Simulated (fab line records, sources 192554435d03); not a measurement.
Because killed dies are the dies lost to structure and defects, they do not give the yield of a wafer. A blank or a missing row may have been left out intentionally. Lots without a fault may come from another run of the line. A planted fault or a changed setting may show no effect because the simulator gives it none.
Which tool did it? ; flow n5 finfet ; Sampling: 11 lots, 31 wafers, 3 of 1938 route steps

== WHAT EACH GAUGE READ, for each wafer ==
N5_PASSIVATION_INSPECT_67: inspects for defects (macro).
lot;measured;on;raw defect count
L985;day 15 17:22;defect inspect-02;3 1 2
L988;day 16 04:08;defect inspect-02;2 2 2
L986;day 16 07:24;defect inspect-02;5 1
L989;day 16 13:47;defect inspect-01;3 2 1
L993;day 17 19:07;defect inspect-02;2 3 2
L990;day 17 23:22;defect inspect-01;1 0 2
L992;day 18 19:03;defect inspect-02;2 3 2
L100;day 20 08:32;defect inspect-01;1 2
L104;day 21 11:46;defect inspect-02;1 2 5
L106;day 21 12:28;defect inspect-02;3 0 1
L108;day 21 23:10;defect inspect-02;2 2 3

== TOOL THAT RAN EACH LOT (tool first, then ch and the chambers of the sampled wafers, then the start) ==
lot;N5_BEOL_M14_SPUTTER_45;N5_PASSIVATION_AL_ETCH_33
L985;pvd sputter-01, day 14 17:44;rie metal-02 ch 0,1, day 15 15:41
L988;pvd sputter-03, day 15 08:33;rie metal-01 ch 0,1, day 16 02:16
L986;pvd sputter-02, day 15 11:07;rie metal-01 ch 0,1, day 16 05:38
L989;pvd sputter-02, day 15 22:47;rie metal-02 ch 0, day 16 12:01
L993;pvd sputter-03, day 16 22:01;rie metal-02 ch 0,1, day 17 17:38
L990;pvd sputter-03, day 17 01:29;rie metal-01 ch 0,1, day 17 21:16
L992;pvd sputter-03, day 17 22:14;rie metal-03 ch 0,1, day 18 17:32
L100;pvd sputter-03, day 19 13:23;rie metal-03 ch 1, day 20 06:46
L104;pvd sputter-01, day 20 13:17;rie metal-02 ch 0,1, day 21 10:08
L106;pvd sputter-02, day 20 13:51;rie metal-02 ch 0,1, day 21 10:43
L108;pvd sputter-02, day 21 01:46;rie metal-02 ch 0,1, day 21 21:40
- N5_BEOL_M14_SPUTTER_45: material Cu, target thk 100 nm, time 16.67 s.
- N5_PASSIVATION_AL_ETCH_33: etches Al in Cl2/BCl3, stops on TaN, target depth 2800 nm, time 466.7 s.

== THE ANSWER, worked out from the rows above alone ==
Rule: what is usual is taken from the lots themselves. The widest of any qualifying gaps counts: lots, ordered by their means at a reading, are off when they make up no more than a third of the lots, leave a main group of 4 or more, and stand apart from it by 3 or more times the standard deviation of that group's means. A main group is skipped when, at the precision printed for the reading in the tables above, its means are all equal. Also off: a lot with no number at a reading for which 4 or more lots have one. Where the step has rows for the other lots, those lots are counted as sound.
No lot is off on any of the readings shown, so nothing can be concluded from this.

== WHAT THE SIMULATOR PUT IN ==
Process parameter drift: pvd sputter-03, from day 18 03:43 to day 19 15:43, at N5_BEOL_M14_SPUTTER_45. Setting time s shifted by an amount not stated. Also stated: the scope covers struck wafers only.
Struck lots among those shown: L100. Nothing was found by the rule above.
